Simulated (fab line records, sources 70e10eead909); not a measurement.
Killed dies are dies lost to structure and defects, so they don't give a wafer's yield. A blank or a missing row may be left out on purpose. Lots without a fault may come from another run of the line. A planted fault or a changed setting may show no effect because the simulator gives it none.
Chamber matching | flow nand_harc | NHARC_A_STAIRCASE_CMP_450 on cmp-03: 4 sister chambers
The step polishes SiO2, target thk 200 nm. 7 wafers are shown with their chamber, then 7 later ones without.

WAFERS WITH THEIR CHAMBER
wafer  | chamber | motor_current_A (A)
L769.5 | 0       | 9.1
L772.1 | 1       | 11.1
L779.1 | 3       | 11.3
L779.4 | 2       | 12.0
L779.5 | 2       | 12.6
L782.1 | 0       | 8.9
L782.2 | 3       | 11.6

WAFERS WITHOUT THEIR CHAMBER
wafer  | motor_current_A (A)
L782.4 | 12.5
L784.3 | 8.1
L784.4 | 11.1
L784.6 | 11.1
L785.1 | 13.1
L785.2 | 11.2
L785.6 | 10.0

WHICH CHAMBER EACH WENT THROUGH
wafer  | from the rows above          | in truth
L782.4 | 2                            | 2
L784.3 | 0                            | 0
L784.4 | can't be placed: 1 or 3      | 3
L784.6 | can't be placed: 1 or 3      | 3
L785.1 | 2                            | 2
L785.2 | can't be placed: 1 or 3      | 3
L785.6 | can't be placed: 0 or 1 or 3 | 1
Placed correctly: 3 of 7. Can't be placed from these rows: 4 (the true chamber is among the candidates in 4). Placed wrongly: 0.
How it was worked out, from the rows above alone: a wafer's distance from a chamber is the root of the sum, over the readings, of the square of ((its reading less the chamber's mean) divided by the reading's scatter). The wafer belongs to the nearest chamber; if the next one is less than 2 further off, it can't be placed. A chamber's mean is the mean of its shown wafers. The scatter: the root of (the sum of the squares of (reading less its chamber's mean) over the shown wafers, divided by (wafers less chambers)).
